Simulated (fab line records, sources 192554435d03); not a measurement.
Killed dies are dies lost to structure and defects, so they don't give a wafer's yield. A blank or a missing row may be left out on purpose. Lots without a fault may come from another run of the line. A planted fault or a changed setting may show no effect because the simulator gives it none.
fab line records | flow n5_finfet
record lots=5 wafers=15 last_day=19
route steps=1938 shown BEOL_M10@1477
lots that met no fault: from a run of the same line without faults
start_h: hours from the record's first day to the start of the lot's first wafer shown | wait_h: hours since the lot's step before | " the same as in the row above | L1.1+2: a row that stands for several wafers | - no value, or no start given | * or withheld: withheld | < > ~ a bound
route shown NAME@n: a module of which the file shows steps, and the number in the route of the first | usual: mean/standard deviation of fault-free wafers | same: alike in all rows | chamber/n: place in a boat | sites: the reading at each site | _std_site: their standard deviation | _edge_site: outer sites' mean less inner sites' | radius_mm: how far each site lies from the wafer's centre | mask NAME#n: copy n | behind: the tool/chamber that last shaped the wafer | hold: why the lot was held/for how many hours/how that ended | device: the transistor (n, p or np) that didn't switch | end of line: the same wafers' tests at the end of the route | a step without rows: its recipe alone | killed: dies lost to structure and defects at the first sort, not the wafer's yield | map: a wafer's dies, x killed, . not, _ none there
set.NAME: the setting as run; set.NAME@STEP: as run at that earlier step | model.NAME: the simulator's own value behind a step, which no gauge read
lots at some steps of the route; a table a step, a row a wafer
services: from which hour (start_h, from the record's first day; less than 0 if before it) a tool's chamber was out of use, for how many hours, and why
## steps
# step N5_BEOL_M10_COAT_05
# recipe resist=CAR-ArF spin_rpm=1500 resist_thk_nm=90
# usual resist_line_temp_C=23.01/0.1
# columns lot.wafer tool chamber start_h wait_h resist_line_temp_C
L078.1 litho_track-01 0 - - 23.02
L078.4 " 0 " " 23.19
L078.5 " 0 " " 22.95
L083.1 litho_track-03 0 - - 22.98
L083.4 " 0 " " 22.76
L083.5 " 0 " " 22.98
L086.1 litho_track-03 0 - - 23.31
L086.3 " 0 " " 23.10
L086.6 " 0 " " 23.12
L088.1 litho_track-01 0 - - 22.97
L088.4 " 0 " " 23.05
L088.5 " 0 " " 23.03
L093.1 litho_track-01 0 - - 22.93
L093.3 " 0 " " 23.02
L093.5 " 0 " " 22.86
# step N5_BEOL_M10_EBR_07
# recipe solvent=PGMEA ebr_width_mm=1.5
# usual resist_line_temp_C=22.98/0.11
# same ebr_width_mm=1.5
# columns lot.wafer tool chamber start_h wait_h resist_line_temp_C
L078.1 litho_track-01 0 - - 22.83
L078.4 " 0 " " 22.85
L078.5 " 0 " " 23.10
L083.1 litho_track-03 0 - - 22.89
L083.4 " 0 " " 22.76
L083.5 " 0 " " 23.03
L086.1 litho_track-03 0 - - 23.25
L086.3 " 0 " " 22.89
L086.6 " 0 " " 23.00
L088.1 litho_track-01 0 - - 22.93
L088.4 " 0 " " 23.05
L088.5 " 0 " " 22.89
L093.1 litho_track-01 0 - - 22.91
L093.3 " 0 " " 22.93
L093.5 " 0 " " 22.84
# step N5_BEOL_M10_SOFTBAKE_06
# recipe temp_c=110 time_s=60 resist=CAR-ArF
# usual resist_line_temp_C=23.01/0.11
# columns lot.wafer tool chamber start_h wait_h resist_line_temp_C
L078.1 litho_track-01 0 - - 23.04
L078.4 " 0 " " 23.17
L078.5 " 0 " " 23.02
L083.1 litho_track-03 0 - - 22.93
L083.4 " 0 " " 22.90
L083.5 " 0 " " 22.84
L086.1 litho_track-03 0 - - 22.97
L086.3 " 0 " " 22.94
L086.6 " 0 " " 23.15
L088.1 litho_track-01 0 - - 23.27
L088.4 " 0 " " 23.18
L088.5 " 0 " " 23.11
L093.1 litho_track-01 0 - - 22.96
L093.3 " 0 " " 23.03
L093.5 " 0 " " 23.26
# step N5_BEOL_M10_EXPOSE_08
# recipe mask_id=M10 na=1.35 source_shape=dipole sigma_inner=0.411 sigma_outer=0.611 polarization=te dose_mj=53.75
# usual stage_vel_mm_s=500.05/0.24
# columns lot.wafer tool chamber start_h wait_h mask stage_vel_mm_s
L078.1 arfi_scanner-02 0 291.44 - M10#0 499.80
L078.4 " 0 " " M10#0 499.86
L078.5 " 0 " " M10#0 499.69
L083.1 arfi_scanner-01 0 339.20 - M10#0 499.85
L083.4 " 0 " " M10#0 500.08
L083.5 " 0 " " M10#0 500.05
L086.1 arfi_scanner-01 0 354.15 - M10#0 500.24
L086.3 " 0 " " M10#0 500.22
L086.6 " 0 " " M10#0 500.12
L088.1 arfi_scanner-02 0 388.34 - M10#0 500.15
L088.4 " 0 " " M10#0 500.03
L088.5 " 0 " " M10#0 499.70
L093.1 arfi_scanner-03 0 393.89 - M10#0 500.66
L093.3 " 0 " " M10#0 500.32
L093.5 " 0 " " M10#0 500.41
# step N5_BEOL_M10_PEB_09
# recipe peb_temp_c=withheld peb_time_s=60 resist=CAR-ArF
# usual resist_line_temp_C=22.98/0.11
# columns lot.wafer tool chamber start_h wait_h resist_line_temp_C
L078.1 litho_track-01 0 291.50 0.1 23.01
L078.4 " 0 " " 22.97
L078.5 " 0 " " 23.01
L083.1 litho_track-01 0 339.26 0.1 22.99
L083.4 " 0 " " 23.22
L083.5 " 0 " " 23.07
L086.1 litho_track-02 0 354.21 0.1 22.99
L086.3 " 0 " " 23.00
L086.6 " 0 " " 23.01
L088.1 litho_track-01 0 388.40 0.1 22.95
L088.4 " 0 " " 22.96
L088.5 " 0 " " 22.98
L093.1 litho_track-03 0 393.95 0.1 22.83
L093.3 " 0 " " 23.10
L093.5 " 0 " " 22.89
# step N5_BEOL_M10_DEVELOP_10
# recipe develop_time_s=30 developer=TMAH resist=CAR-ArF rinse_liquid=diw dry=air_spin dev_temp_c=23
# usual resist_line_temp_C=22.99/0.1
# same develop_time_s=30
# columns lot.wafer tool chamber start_h wait_h resist_line_temp_C
L078.1 litho_track-01 0 - - 22.94
L078.4 " 0 " " 22.77
L078.5 " 0 " " 22.91
L083.1 litho_track-01 0 - - 22.74
L083.4 " 0 " " 22.98
L083.5 " 0 " " 23.05
L086.1 litho_track-02 0 - - 22.81
L086.3 " 0 " " 22.87
L086.6 " 0 " " 22.97
L088.1 litho_track-01 0 - - 23.05
L088.4 " 0 " " 23.17
L088.5 " 0 " " 23.16
L093.1 litho_track-03 0 - - 22.95
L093.3 " 0 " " 23.09
L093.5 " 0 " " 23.01
# step N5_BEOL_M10_CD_MEAS_11
# recipe target_cd_nm=64.1 landing_energy_ev=500 detector=se_inlens polarity=opening
# usual cd_nm=64.1/0.44
# columns lot.wafer tool chamber start_h wait_h cd_nm
L078.1 cd_sem-01 0 291.57 - 64.6
L078.4 " 0 " " 64.7
L078.5 " 0 " " 64.8
L083.1 cd_sem-03 0 339.33 - 63.9
L083.4 " 0 " " 64.1
L083.5 " 0 " " 64.1
L086.1 cd_sem-01 0 354.27 - 64.2
L086.3 " 0 " " 64.7
L086.6 " 0 " " 64.7
L088.1 cd_sem-03 0 388.47 - 63.2
L088.4 " 0 " " 63.8
L088.5 " 0 " " 63.5
L093.1 cd_sem-03 0 394.01 - 64.3
L093.3 " 0 " " 64.5
L093.5 " 0 " " 64.4
# step N5_BEOL_M10_OVL_MEAS_12
# recipe points_per_wafer=44
# usual M10_OVL=0.4/0.88
# columns lot.wafer tool chamber start_h wait_h M10_OVL[nm]
L078.1 overlay-01 0 291.60 0.0 1.5
L078.4 " 0 " " 1.2
L078.5 " 0 " " 1.0
L083.1 overlay-02 0 339.36 0.0 -0.7
L083.4 " 0 " " -1.0
L083.5 " 0 " " -1.6
L086.1 overlay-02 0 354.30 0.0 1.2
L086.3 " 0 " " 0.8
L086.6 " 0 " " 0.2
L088.1 overlay-02 0 388.50 0.0 0.4
L088.4 " 0 " " 0.6
L088.5 " 0 " " 0.4
L093.1 overlay-01 0 394.04 0.0 3.0
L093.3 " 0 " " 1.0
L093.5 " 0 " " 2.2
# step N5_BEOL_M10_INSPECT_13
# recipe mode=adi inspect_instrument=brightfield
# usual raw_defect_count=426/92
# columns lot.wafer tool chamber start_h wait_h raw_defect_count
L078.1 defect_inspect-01 - 291.62 0.0 411
L078.4 " - " " 408
L078.5 " - " " 453
L083.1 defect_inspect-02 - 339.38 0.0 349
L083.4 " - " " 307
L083.5 " - " " 396
L086.1 defect_inspect-02 - 354.33 0.0 521
L086.3 " - " " 450
L086.6 " - " " 458
L088.1 defect_inspect-02 - 388.53 0.0 441
L088.4 " - " " 378
L088.5 " - " " 450
L093.1 defect_inspect-02 - 394.07 0.0 455
L093.3 " - " " 334
L093.5 " - " " 485
# step N5_BEOL_M10_DESCUM_16
# recipe chemistry=O2 time_s=7.9 source_power_w=50 bias_power_w=20 pressure_mtorr=20 rf_frequency_hz=2.712e+07 temp_c=40 resist=CAR-ArF o2_flow_sccm=225
# usual bias_power_w=20.00/0.059 drypump_motor_current_A=5.8/0.51 oes_product_au=0.80/0.08 rf_vpp_V=242.4/1.5 showerhead_plenum_p_Torr=2.05/0.079 throttle_valve_pct=20.38/0.18
# columns lot.wafer tool chamber start_h wait_h bias_power_w drypump_motor_current_A oes_product_au rf_hours_counter_h rf_vpp_V showerhead_plenum_p_Torr throttle_valve_pct
L078.1 rie_diel-03 0 291.68 0.1 20.05 6.0 0.80 105 241.0 2.01 20.41
L078.4 " 3 " " 19.86 5.6 0.93 12 243.1 2.15 20.59
L078.5 " 0 " " 19.96 6.0 0.80 - 241.3 2.01 20.43
L083.1 rie_diel-01 0 339.41 0.0 20.04 6.2 0.73 196 241.4 1.99 20.64
L083.4 " 3 " " 19.93 5.1 0.71 - 241.9 1.90 20.29
L083.5 " 1 " " 20.00 6.5 0.79 - 239.6 2.03 20.17
L086.1 rie_diel-05 3 354.36 0.0 20.02 5.6 0.83 57 243.0 2.04 20.11
L086.3 " 1 " " 19.99 6.2 0.86 66 242.5 2.03 20.27
L086.6 " 0 " " 19.93 5.4 0.80 - 245.1 2.09 20.23
L088.1 rie_diel-01 0 389.17 0.6 20.03 6.2 0.72 218 242.8 1.98 20.67
L088.4 " 3 " " 19.99 5.1 0.70 235 239.4 1.89 20.32
L088.5 " 0 " " 20.06 6.2 0.71 - 241.8 1.98 20.67
L093.1 rie_diel-01 2 394.10 0.0 20.04 5.4 0.92 23 245.0 2.13 20.29
L093.3 " 0 " " 20.02 6.2 0.72 220 240.4 1.98 20.68
L093.5 " 3 " " 20.04 5.1 0.70 - 239.6 1.89 20.35
# step N5_BEOL_M10_ETCH_61
# recipe chemistry=CF4 target=SiARC target_depth_a=390 mask_material=CAR-ArF time_s=65 ion_energy_ev=80 pressure_mtorr=40 source_w=545 bias_w=36 Ar_flow_sccm=100 cf4_flow_sccm=100 ends=cleared
# usual drypump_motor_current_A=5.8/0.51 etch_rf_on_time_s=65.0/1.5 oes_product_au=0.68/0.069 rf_vpp_V=183.5/1.3 showerhead_plenum_p_Torr=2.10/0.081 throttle_valve_pct=15.60/0.18
# columns lot.wafer tool chamber start_h wait_h drypump_motor_current_A etch_rf_on_time_s oes_product_au rf_hours_counter_h rf_vpp_V showerhead_plenum_p_Torr throttle_valve_pct
L078.1 rie_diel-03 0 291.71 0.0 6.0 65.0 0.68 105 183.2 2.08 15.70
L078.4 " 3 " " 5.6 65.1 0.79 12 185.5 2.19 15.71
L078.5 " 0 " " 6.0 65.5 0.68 - 182.7 2.08 15.69
L083.1 rie_diel-01 0 339.45 0.0 6.2 66.7 0.62 196 181.5 2.04 15.82
L083.4 " 3 " " 5.1 64.4 0.61 - 181.7 1.95 15.55
L083.5 " 1 " " 6.4 62.0 0.68 - 182.1 2.08 15.34
L086.1 rie_diel-05 3 354.40 0.0 5.6 65.1 0.72 57 183.4 2.10 15.33
L086.3 " 1 " " 6.2 65.3 0.72 66 184.4 2.09 15.50
L086.6 " 0 " " 5.4 65.7 0.68 - 184.6 2.17 15.64
L088.1 rie_diel-01 0 389.21 0.0 6.2 68.2 0.60 218 181.3 2.04 15.88
L088.4 " 3 " " 5.1 65.5 0.61 235 181.1 1.94 15.60
L088.5 " 0 " " 6.2 67.8 0.60 - 182.5 2.04 15.86
L093.1 rie_diel-01 2 394.14 0.0 5.4 64.8 0.78 23 184.1 2.18 15.41
L093.3 " 0 " " 6.2 67.8 0.60 220 182.3 2.04 15.88
L093.5 " 3 " " 5.2 66.2 0.59 - 181.8 1.94 15.59
# step N5_BEOL_M10_ETCH_62
# recipe chemistry=N2/H2 target=SOC target_depth_a=1100 overetch_a=220 mask_material=SiARC temp_c=40 time_s=165 ion_energy_ev=200 pressure_mtorr=30 source_w=840 bias_w=150 n2_flow_sccm=200 h2_flow_sccm=200
# usual drypump_motor_current_A=5.8/0.51 oes_product_au=0.68/0.064 rf_vpp_V=522.4/2.8 showerhead_plenum_p_Torr=2.49/0.1 throttle_valve_pct=17.76/0.19
# columns lot.wafer tool chamber start_h wait_h drypump_motor_current_A oes_product_au rf_hours_counter_h rf_vpp_V showerhead_plenum_p_Torr throttle_valve_pct
L078.1 rie_diel-03 0 291.76 0.0 6.0 0.68 105 521.9 2.46 18.04
L078.4 " 3 " " 5.6 0.79 12 526.9 2.61 17.96
L078.5 " 0 " " 6.0 0.68 - 520.0 2.46 18.03
L083.1 rie_diel-01 0 339.50 0.0 6.2 0.62 196 520.7 2.41 17.92
L083.4 " 3 " " 5.1 0.61 - 516.1 2.30 17.58
L083.5 " 1 " " 6.5 0.66 - 521.1 2.48 17.67
L086.1 rie_diel-05 3 354.45 0.0 5.6 0.72 57 523.1 2.46 17.41
L086.3 " 1 " " 6.2 0.72 66 523.2 2.46 17.62
L086.6 " 0 " " 5.3 0.67 - 523.9 2.56 17.75
L088.1 rie_diel-01 0 389.26 0.0 6.3 0.61 218 520.2 2.40 17.93
L088.4 " 3 " " 5.2 0.60 235 517.3 2.29 17.61
L088.5 " 0 " " 6.2 0.61 - 518.9 2.40 17.94
L093.1 rie_diel-01 2 394.19 0.0 5.4 0.78 23 525.3 2.59 17.69
L093.3 " 0 " " 6.2 0.62 220 521.2 2.40 17.94
L093.5 " 3 " " 5.2 0.60 - 515.6 2.29 17.62
# step N5_BEOL_M10_STRIP_68
# recipe chemistry=N2/H2 temp_c=40 n2_flow_sccm=200 h2_flow_sccm=200 rf_frequency_hz=6e+07
# columns lot.wafer tool chamber start_h wait_h
L078.1+4+5 rie_diel-03 0,3,0 291.90 0.1
L083.1+4+5 rie_diel-01 0,3,1 339.64 0.1
L086.1+3+6 rie_diel-05 3,1,0 354.58 0.1
L088.1+4+5 rie_diel-01 0,3,0 389.39 0.1
L093.1+3+5 rie_diel-01 2,0,3 394.32 0.1
# step N5_BEOL_M10_STRIP_67
# recipe chemistry=CF4 resist=SiARC power_w=300 bias_power_w=75 pressure_mtorr=50 cf4_flow_sccm=150 rf_frequency_hz=6e+07
# usual bias_power_w=75.00/0.22 drypump_motor_current_A=5.8/0.51 oes_product_au=0.80/0.075 rf_vpp_V=270.4/1.5 showerhead_plenum_p_Torr=1.76/0.066 throttle_valve_pct=13.57/0.19
# columns lot.wafer tool chamber start_h wait_h bias_power_w drypump_motor_current_A oes_product_au rf_hours_counter_h rf_vpp_V showerhead_plenum_p_Torr throttle_valve_pct
L078.1 rie_diel-03 0 291.91 0.0 75.22 6.0 0.80 105 269.7 1.75 13.66
L078.4 " 3 " " 75.18 5.6 0.93 12 271.7 1.84 13.62
L078.5 " 0 " " 75.13 6.0 0.79 - 270.2 1.75 13.66
L083.1 rie_diel-01 0 339.65 0.0 74.95 6.2 0.74 196 269.0 1.71 13.82
L083.4 " 3 " " 74.89 5.1 0.71 - 267.1 1.63 13.59
L083.5 " 1 " " 75.17 6.4 0.76 - 269.0 1.75 13.35
L086.1 rie_diel-05 3 354.59 0.0 74.78 5.5 0.84 57 270.6 1.75 13.28
L086.3 " 1 " " 74.89 6.2 0.85 66 270.2 1.75 13.50
L086.6 " 0 " " 75.02 5.3 0.79 - 272.5 1.82 13.58
L088.1 rie_diel-01 0 389.40 0.0 74.82 6.2 0.72 218 268.9 1.71 13.86
L088.4 " 3 " " 74.83 5.1 0.71 235 266.8 1.63 13.63
L088.5 " 0 " " 75.08 6.2 0.72 - 269.5 1.71 13.88
L093.1 rie_diel-01 2 394.33 0.0 74.52 5.4 0.92 23 271.4 1.82 13.32
L093.3 " 0 " " 74.94 6.2 0.72 220 271.1 1.71 13.87
L093.5 " 3 " " 75.23 5.2 0.71 - 267.5 1.63 13.63
# step N5_BEOL_M10_HM_OPEN_17
# recipe chemistry=Cl2/BCl3 target_depth_a=200 overetch_a=60 target=TiN mask_material=SOC ion_energy_ev=150 pressure_mtorr=10 icp_w=1000 bias_w=126 Cl2_flow_sccm=53.25 bcl3_flow_sccm=21.75 Ar_flow_sccm=25
# usual bcl3_flow_sccm=21.74/0.07 drypump_motor_current_A=5.9/0.42 oes_product_au=0.69/0.058 throttle_valve_pct=22.15/0.23
# columns lot.wafer tool chamber start_h wait_h bcl3_flow_sccm drypump_motor_current_A oes_product_au rf_hours_counter_h throttle_valve_pct
L078.1 rie_metal-03 0 291.95 0.0 21.65 6.2 0.70 32 22.14
L078.4 " 0 " " 21.67 6.2 0.71 - 22.12
L078.5 " 0 " " 21.73 6.2 0.70 - 22.14
L083.1 rie_metal-03 0 339.69 0.0 21.72 6.3 0.70 35 22.13
L083.4 " 0 " " 21.68 6.3 0.69 - 22.12
L083.5 " 0 " " 21.77 6.3 0.69 - 22.14
L086.1 rie_metal-03 0 354.63 0.0 21.73 6.3 0.69 36 22.14
L086.3 " 0 " " 21.72 6.2 0.68 - 22.16
L086.6 " 0 " " 21.79 6.3 0.67 - 22.16
L088.1 rie_metal-03 1 389.44 0.0 21.78 6.0 0.78 7 22.20
L088.4 " 1 " " 21.77 6.0 0.78 - 22.19
L088.5 " 1 " " 21.81 6.0 0.79 - 22.21
L093.1 rie_metal-03 1 394.38 0.0 21.68 6.0 0.77 7 22.21
L093.3 " 1 " " 21.78 6.0 0.78 - 22.21
L093.5 " 0 " " 21.72 6.3 0.68 - 22.15
# step N5_BEOL_M10_STRIP_19
# recipe chemistry=O2 power_w=400 temp_c=40 pressure_mtorr=30 rf_frequency_hz=6e+07 bias_power_w=0 overash_fraction=0.2 o2_flow_sccm=225
# usual drypump_motor_current_A=5.9/0.52 oes_product_au=0.80/0.075 rf_vpp_V=3.7/0.61 showerhead_plenum_p_Torr=2.06/0.077 throttle_valve_pct=16.66/0.17
# same bias_power_w=0
# columns lot.wafer tool chamber start_h wait_h drypump_motor_current_A oes_product_au rf_hours_counter_h rf_vpp_V showerhead_plenum_p_Torr throttle_valve_pct
L078.1 rie_diel-03 0 292.15 0.2 6.0 0.80 105 3.1 2.01 16.66
L078.4 " 3 " " 5.6 0.93 12 3.2 2.15 16.80
L078.5 " 2 " " 6.7 0.82 - 3.4 2.11 16.82
L083.1 rie_diel-03 2 339.84 0.1 6.7 0.80 101 3.0 2.11 16.82
L083.4 " 3 " " 5.6 0.90 20 3.3 2.15 16.80
L083.5 " 3 " " 5.6 0.91 - 2.7 2.15 16.79
L086.1 rie_diel-01 2 354.74 0.1 5.4 0.98 5 3.9 2.14 16.46
L086.3 " 3 " " 5.1 0.71 223 3.7 1.90 16.65
L086.6 " 3 " " 5.1 0.71 - 3.4 1.90 16.65
L088.1 rie_diel-03 0 389.55 0.1 6.0 0.78 131 3.9 2.00 16.72
L088.4 " 1 " " 6.5 0.79 101 3.2 2.12 16.55
L088.5 " 2 " " 6.7 0.78 - 5.4 2.10 16.86
L093.1 rie_diel-01 3 394.49 0.1 5.1 0.70 237 3.5 1.90 16.66
L093.3 " 2 " " 5.4 0.93 23 3.1 2.13 16.47
L093.5 " 0 " " 6.2 0.72 - 4.1 1.99 16.93
# step N5_BEOL_M10_CD_MEAS_18
# recipe pitch_nm=140 target_cd_nm=70
# usual cd_nm=70.1/0.58
# columns lot.wafer tool chamber start_h wait_h cd_nm
L078.1 cd_sem-02 - 292.22 0.0 69.6
L078.4 " - " " 70.5
L078.5 " - " " 70.3
L083.1 cd_sem-01 - 339.91 0.0 70.0
L083.4 " - " " 69.1
L083.5 " - " " 70.2
L086.1 cd_sem-03 - 354.81 0.0 70.3
L086.3 " - " " 71.1
L086.6 " - " " 70.3
L088.1 cd_sem-03 - 389.62 0.0 69.1
L088.4 " - " " 70.0
L088.5 " - " " 68.9
L093.1 cd_sem-01 - 394.56 0.0 70.1
L093.3 " - " " 70.0
L093.5 " - " " 69.5
# step N5_BEOL_M10_COAT_63
# recipe resist=SOC temp_c=250 time_s=60 spin_rpm=1500 resist_thk_nm=100
# usual resist_line_temp_C=22.99/0.1
# columns lot.wafer tool chamber start_h wait_h resist_line_temp_C
L078.1 litho_track-02 0 294.64 2.4 23.00
L078.4 " 0 " " 22.98
L078.5 " 0 " " 23.08
L083.1 litho_track-03 0 341.85 1.9 23.01
L083.4 " 0 " " 23.02
L083.5 " 0 " " 22.96
L086.1 litho_track-03 0 356.54 1.7 22.89
L086.3 " 0 " " 22.95
L086.6 " 0 " " 22.91
L088.1 litho_track-01 0 389.77 0.1 23.23
L088.4 " 0 " " 23.12
L088.5 " 0 " " 23.20
L093.1 litho_track-03 0 399.07 4.5 23.06
L093.3 " 0 " " 23.10
L093.5 " 0 " " 23.14
# step N5_BEOL_M10_COAT_64
# recipe resist=SiARC temp_c=220 time_s=60 spin_rpm=1500 resist_thk_nm=30
# usual resist_line_temp_C=23.00/0.1
# columns lot.wafer tool chamber start_h wait_h resist_line_temp_C
L078.1 litho_track-02 0 - - 23.00
L078.4 " 0 " " 23.01
L078.5 " 0 " " 22.91
L083.1 litho_track-03 0 - - 23.05
L083.4 " 0 " " 23.07
L083.5 " 0 " " 23.04
L086.1 litho_track-03 0 - - 22.96
L086.3 " 0 " " 22.82
L086.6 " 0 " " 22.71
L088.1 litho_track-01 0 - - 22.85
L088.4 " 0 " " 22.98
L088.5 " 0 " " 22.96
L093.1 litho_track-03 0 - - 23.02
L093.3 " 0 " " 22.98
L093.5 " 0 " " 22.98
# step N5_BEOL_M10_COAT_22
# recipe resist=CAR-ArF spin_rpm=1500 resist_thk_nm=90
# usual resist_line_temp_C=23.00/0.1
# columns lot.wafer tool chamber start_h wait_h resist_line_temp_C
L078.1 litho_track-02 0 - - 22.97
L078.4 " 0 " " 23.07
L078.5 " 0 " " 23.09
L083.1 litho_track-03 0 - - 23.09
L083.4 " 0 " " 22.86
L083.5 " 0 " " 22.90
L086.1 litho_track-03 0 - - 22.97
L086.3 " 0 " " 22.82
L086.6 " 0 " " 22.93
L088.1 litho_track-01 0 - - 22.93
L088.4 " 0 " " 22.96
L088.5 " 0 " " 22.97
L093.1 litho_track-03 0 - - 22.93
L093.3 " 0 " " 22.90
L093.5 " 0 " " 23.14
# step N5_BEOL_M10_EBR_24
# recipe solvent=PGMEA ebr_width_mm=1.5
# usual resist_line_temp_C=23.01/0.097
# same ebr_width_mm=1.5
# columns lot.wafer tool chamber start_h wait_h resist_line_temp_C
L078.1 litho_track-02 0 - - 23.08
L078.4 " 0 " " 23.08
L078.5 " 0 " " 23.02
L083.1 litho_track-03 0 - - 22.95
L083.4 " 0 " " 22.69
L083.5 " 0 " " 22.74
L086.1 litho_track-03 0 - - 23.11
L086.3 " 0 " " 23.01
L086.6 " 0 " " 23.03
L088.1 litho_track-01 0 - - 23.01
L088.4 " 0 " " 23.03
L088.5 " 0 " " 23.02
L093.1 litho_track-03 0 - - 23.09
L093.3 " 0 " " 23.12
L093.5 " 0 " " 23.11
# step N5_BEOL_M10_SOFTBAKE_23
# recipe temp_c=110 time_s=60 resist=CAR-ArF
# usual resist_line_temp_C=22.97/0.11
# columns lot.wafer tool chamber start_h wait_h resist_line_temp_C
L078.1 litho_track-02 0 - - 23.11
L078.4 " 0 " " 23.22
L078.5 " 0 " " 23.04
L083.1 litho_track-03 0 - - 23.17
L083.4 " 0 " " 23.05
L083.5 " 0 " " 23.07
L086.1 litho_track-03 0 - - 22.98
L086.3 " 0 " " 22.94
L086.6 " 0 " " 23.24
L088.1 litho_track-01 0 - - 22.74
L088.4 " 0 " " 22.93
L088.5 " 0 " " 23.09
L093.1 litho_track-03 0 - - 23.17
L093.3 " 0 " " 23.13
L093.5 " 0 " " 23.16
# step N5_BEOL_M10_EXPOSE_25
# recipe mask_id=V9 na=1.35 source_shape=annular sigma_inner=0.5 sigma_outer=0.8 polarization=unpolarized dose_mj=85.5
# usual stage_vel_mm_s=499.99/0.25
# columns lot.wafer tool chamber start_h wait_h mask stage_vel_mm_s
L078.1 arfi_scanner-02 0 294.76 - V9#0 500.00
L078.4 " 0 " " V9#0 500.41
L078.5 " 0 " " V9#0 500.55
L083.1 arfi_scanner-02 0 342.09 - V9#0 500.09
L083.4 " 0 " " V9#0 500.34
L083.5 " 0 " " V9#0 500.12
L086.1 arfi_scanner-01 0 356.78 - V9#0 499.99
L086.3 " 0 " " V9#0 499.84
L086.6 " 0 " " V9#0 499.85
L088.1 arfi_scanner-02 0 390.01 - V9#0 499.50
L088.4 " 0 " " V9#0 499.78
L088.5 " 0 " " V9#0 499.97
L093.1 arfi_scanner-02 0 399.64 - V9#0 499.87
L093.3 " 0 " " V9#0 500.31
L093.5 " 0 " " V9#0 500.30
# step N5_BEOL_M10_PEB_26
# recipe peb_temp_c=withheld peb_time_s=60 resist=CAR-ArF
# usual resist_line_temp_C=22.98/0.12
# columns lot.wafer tool chamber start_h wait_h resist_line_temp_C
L078.1 litho_track-03 0 294.82 0.1 22.82
L078.4 " 0 " " 22.83
L078.5 " 0 " " 22.84
L083.1 litho_track-03 0 342.16 0.1 23.02
L083.4 " 0 " " 22.88
L083.5 " 0 " " 22.74
L086.1 litho_track-01 0 356.85 0.1 22.93
L086.3 " 0 " " 22.79
L086.6 " 0 " " 22.99
L088.1 litho_track-02 0 390.08 0.1 23.05
L088.4 " 0 " " 22.91
L088.5 " 0 " " 22.98
L093.1 litho_track-01 0 399.71 0.1 23.16
L093.3 " 0 " " 23.13
L093.5 " 0 " " 23.12
# step N5_BEOL_M10_DEVELOP_27
# recipe develop_time_s=30 developer=TMAH resist=CAR-ArF rinse_liquid=diw dry=air_spin dev_temp_c=23
# usual resist_line_temp_C=22.99/0.13
# same develop_time_s=30
# columns lot.wafer tool chamber start_h wait_h resist_line_temp_C
L078.1 litho_track-03 0 - - 23.06
L078.4 " 0 " " 23.09
L078.5 " 0 " " 23.04
L083.1 litho_track-03 0 - - 22.81
L083.4 " 0 " " 22.94
L083.5 " 0 " " 22.84
L086.1 litho_track-01 0 - - 23.14
L086.3 " 0 " " 23.22
L086.6 " 0 " " 23.16
L088.1 litho_track-02 0 - - 22.97
L088.4 " 0 " " 22.82
L088.5 " 0 " " 22.93
L093.1 litho_track-01 0 - - 22.93
L093.3 " 0 " " 22.94
L093.5 " 0 " " 23.11
# step N5_BEOL_M10_CD_MEAS_28
# recipe target_cd_nm=70 landing_energy_ev=500 detector=se_inlens polarity=opening
# usual cd_nm=70.2/1.1
# columns lot.wafer tool chamber start_h wait_h cd_nm
L078.1 cd_sem-02 0 294.89 - 71.3
L078.4 " 0 " " 69.3
L078.5 " 0 " " 69.0
L083.1 cd_sem-02 0 342.23 - 70.0
L083.4 " 0 " " 70.7
L083.5 " 0 " " 70.5
L086.1 cd_sem-01 0 356.91 - 69.3
L086.3 " 0 " " 68.7
L086.6 " 0 " " 68.7
L088.1 cd_sem-02 0 390.14 - 70.7
L088.4 " 0 " " 70.0
L088.5 " 0 " " 69.3
L093.1 cd_sem-01 0 399.77 - 70.4
L093.3 " 0 " " 70.8
L093.5 " 0 " " 70.6
# step N5_BEOL_M10_OVL_MEAS_29
# recipe points_per_wafer=44
# usual V9_OVL=-0.8/0.69
# columns lot.wafer tool chamber start_h wait_h V9_OVL[nm]
L078.1 overlay-01 0 294.92 0.0 -1.9
L078.4 " 0 " " -1.7
L078.5 " 0 " " -1.0
L083.1 overlay-01 0 342.26 0.0 -0.4
L083.4 " 0 " " 0.0
L083.5 " 0 " " -0.3
L086.1 overlay-01 0 356.94 0.0 -0.2
L086.3 " 0 " " -0.9
L086.6 " 0 " " -1.1
L088.1 overlay-02 0 390.18 0.0 0.1
L088.4 " 0 " " -0.7
L088.5 " 0 " " -1.0
L093.1 overlay-01 0 399.80 0.0 -0.9
L093.3 " 0 " " -1.8
L093.5 " 0 " " -0.5
# step N5_BEOL_M10_INSPECT_30
# recipe mode=adi inspect_instrument=brightfield
# usual raw_defect_count=427/93
# columns lot.wafer tool chamber start_h wait_h raw_defect_count
L078.1 defect_inspect-01 - 294.94 0.0 389
L078.4 " - " " 402
L078.5 " - " " 444
L083.1 defect_inspect-01 - 342.28 0.0 357
L083.4 " - " " 311
L083.5 " - " " 377
L086.1 defect_inspect-01 - 356.97 0.0 503
L086.3 " - " " 430
L086.6 " - " " 467
L088.1 defect_inspect-02 - 390.20 0.0 425
L088.4 " - " " 407
L088.5 " - " " 459
L093.1 defect_inspect-02 - 399.95 0.1 469
L093.3 " - " " 340
L093.5 " - " " 495
## services
# columns tool chamber start_h hours kind
arfi_scanner-03 - 268.48 1.0 pm
litho_track-02 - 279.12 - consumable_replace:filter
arfi_scanner-03 - 298.27 6.7 repair
arfi_scanner-02 - 309.42 4.9 pm
rie_metal-03 1 315.00 14.0 repair
arfi_scanner-01 - 315.07 1.3 pm
arfi_scanner-02 - 318.15 0.8 pm
rie_diel-03 - 322.81 14.6 pm
arfi_scanner-01 - 325.44 0.8 pm
arfi_scanner-03 - 326.75 16.0 pm
rie_diel-01 2 329.64 - clean
rie_diel-01 2 329.64 - consumable_replace:focus_ring
rie_diel-01 2 329.64 14.3 scheduled_down
rie_diel-01 2 329.64 14.3 vent_cycle
arfi_scanner-02 - 331.55 5.4 repair
rie_diel-01 1 341.15 22.0 repair
arfi_scanner-03 - 342.75 1.0 pm
rie_diel-05 2 349.12 1.4 repair
arfi_scanner-02 - 359.77 3.9 pm
arfi_scanner-01 - 362.25 0.8 repair
arfi_scanner-02 - 374.86 1.3 pm
arfi_scanner-03 - 382.84 1.3 pm
arfi_scanner-02 - 391.46 1.0 pm
rie_diel-05 3 395.52 5.8 repair
## key
fault none
